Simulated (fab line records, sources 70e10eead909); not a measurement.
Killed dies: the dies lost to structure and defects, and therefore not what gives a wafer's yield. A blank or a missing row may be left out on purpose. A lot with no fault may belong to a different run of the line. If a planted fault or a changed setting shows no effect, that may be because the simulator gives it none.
A lot that was struck, set against a sound lot ; flow nand-harc ; 40 out of 1302 route steps
Sound: the wafers L824.2, L824.3, L824.4. Wafers L843.2, L843.3, L843.6 were the ones struck. The cause comes at the end.
For every step that has rows: the tool of each side, followed by ch and its chambers, followed by its first start. Under that, the readings that differ: sound wafers ; struck wafers ; difference of the means ; sigmas: that difference in standard deviations of wafers without a fault.
alike: readings whose means differ by less than 2 such deviations, and words and numbers that are the same on both sides. not compared: withheld readings, readings that some wafer has no value for, bounds like >300 that may hide the same value, and numbers for which the record gives no deviation and whose values overlap.
The two part at a step that has a row with sigmas, a row that says differs or no value, or rows on one side only. Numbers that don't overlap but have no deviation are shown without sigmas and don't part them. A reading that every wafer of one side lacks parts them only if that side has two wafers or more.

first, 3 steps without rows for these wafers: NHARC_A_STAIRCASE_HARDBAKE_269 (time 140 s); NHARC_A_STAIRCASE_DESCUM_270 (chemistry O2, time 3 s); NHARC_A_STAIRCASE_ETCH_271 (etches the open film in CF4/CHF3).
NHARC_A_STAIRCASE_HM_OPEN_457: chemistry O2/COS.
  sound: rie-diel-02 ch 0,1,3; struck: rie-diel-09 ch 2,3
  alike: cos-flow-sccm, drypump-motor-current-A, mfc-ar-sccm, oes-product-au, rf-vpp-V, showerhead-plenum-p-Torr, throttle-valve-pct
  not compared: rf-hours-counter-h
then, 3 steps without rows for these wafers: NHARC_A_STAIRCASE_STRIP_458 (strips in O2/COS); NHARC_A_STAIRCASE_ETCH_451 (etches the open film in CF4/O2, target depth 30 nm, overetch 3 nm, time 16.5 s); NHARC_A_STAIRCASE_ETCH_273 (etches the open film in C4F8/O2/Ar, target depth 10200 nm, time 2468.6 s).
NHARC_A_STAIRCASE_STRIP_274: strips in O2.
  sound: rie-diel-02 ch 0,1,2; struck: rie-diel-09 ch 1,2
reading;sound;struck;difference;sigmas
mfc-ar-sccm (sccm);0.035 0.028 0.009;0 0 0;+0;-2
  alike: drypump-motor-current-A, oes-product-au, rf-vpp-V, showerhead-plenum-p-Torr, throttle-valve-pct
  not compared: rf-hours-counter-h
then, 3 steps without rows for these wafers: NHARC_A_STAIRCASE_STRIP_275 (strips in SPM, time 900 s); NHARC_A_STAIRCASE_PRECLEAN_276 (cleans in SC1); NHARC_A_STAIRCASE_SRD_277.
NHARC_A_STAIRCASE_HM_DEP_459: deposits aC, target thk 1500 nm.
  sound on acl-dep-02 ch 0, day 18 02:58; struck on acl-dep-01 ch 0, day 25 09:29
  alike: throttle-valve-pct
then, 10 steps without rows for these wafers: NHARC_A_STAIRCASE_DEP_280 (deposits SiON, target thk 30 nm); NHARC_A_STAIRCASE_DEHYDRATE_281 (time 120 s); NHARC_A_STAIRCASE_HMDS_282 (time 30 s); NHARC_A_STAIRCASE_COAT_283; NHARC_A_STAIRCASE_SOFTBAKE_284 (time 170 s); NHARC_A_STAIRCASE_EBR_285; NHARC_A_STAIRCASE_EXPOSE_286 (exposes mask CHOP 100); NHARC_A_STAIRCASE_PEB_287 (peb time 130 s); NHARC_A_STAIRCASE_DEVELOP_288 (time 140 s); NHARC_A_STAIRCASE_HARDBAKE_290 (time 140 s).
NHARC_A_STAIRCASE_DESCUM_291: chemistry O2, time 3 s.
  sound on rie-diel-12 ch 0,1,2, day 18 05:48; struck on rie-diel-02 ch 0,1, day 25 11:53
  alike: drypump-motor-current-A, mfc-ar-sccm, oes-product-au, rf-vpp-V, showerhead-plenum-p-Torr, throttle-valve-pct
  not compared: rf-hours-counter-h
then, 1 step without rows for these wafers: NHARC_A_STAIRCASE_ETCH_292 (etches the open film in CF4/CHF3).
NHARC_A_STAIRCASE_HM_OPEN_460: chemistry O2/COS.
  sound: rie-diel-12 ch 1,2,3; struck: rie-diel-02 ch 0,1,2
  alike: cos-flow-sccm, drypump-motor-current-A, mfc-ar-sccm, oes-product-au, rf-vpp-V, showerhead-plenum-p-Torr, throttle-valve-pct
  not compared: rf-hours-counter-h
then, 3 steps without rows for these wafers: NHARC_A_STAIRCASE_STRIP_461 (strips in O2/COS); NHARC_A_STAIRCASE_ETCH_452 (etches the open film in CF4/O2, target depth 30 nm, overetch 3 nm, time 16.5 s); NHARC_A_STAIRCASE_ETCH_294 (etches the open film in C4F8/O2/Ar, target depth 4989 nm, time 1211.6 s).
NHARC_A_STAIRCASE_STRIP_295: strips in O2.
  sound: rie-diel-12 ch 1,2,3; struck: rie-diel-02 ch 0,2,3
  alike: drypump-motor-current-A, mfc-ar-sccm, oes-product-au, rf-vpp-V, showerhead-plenum-p-Torr, throttle-valve-pct
  not compared: rf-hours-counter-h
then, 10 steps without rows for these wafers: NHARC_A_STAIRCASE_STRIP_296 (strips in SPM, time 900 s); NHARC_A_STAIRCASE_PRECLEAN_297 (cleans in SC1); NHARC_A_STAIRCASE_SRD_298; NHARC_A_STAIRCASE_HM_DEP_462 (deposits aC, target thk 800 nm); NHARC_A_STAIRCASE_DEP_301 (deposits SiON, target thk 30 nm); NHARC_A_STAIRCASE_DEHYDRATE_302 (time 120 s); NHARC_A_STAIRCASE_HMDS_303 (time 30 s); NHARC_A_STAIRCASE_COAT_304; NHARC_A_STAIRCASE_SOFTBAKE_305 (time 170 s); NHARC_A_STAIRCASE_EBR_306.
-- record jumps: 8 days between struck wafers' starts before vs after; left off in module A_STAIRCASE, resumes in module END, first step shown is number 1302 of the route --
NHARC_END_SORT_01:
  here the record holds rows for the struck wafers (prober-01 ch 0, day 33 05:18) but none for the sound ones

## WHERE THEY PART
At NHARC_A_STAIRCASE_STRIP_274 first; at NHARC_END_SORT_01 last (within this record only).

WHY: what the simulator had put in
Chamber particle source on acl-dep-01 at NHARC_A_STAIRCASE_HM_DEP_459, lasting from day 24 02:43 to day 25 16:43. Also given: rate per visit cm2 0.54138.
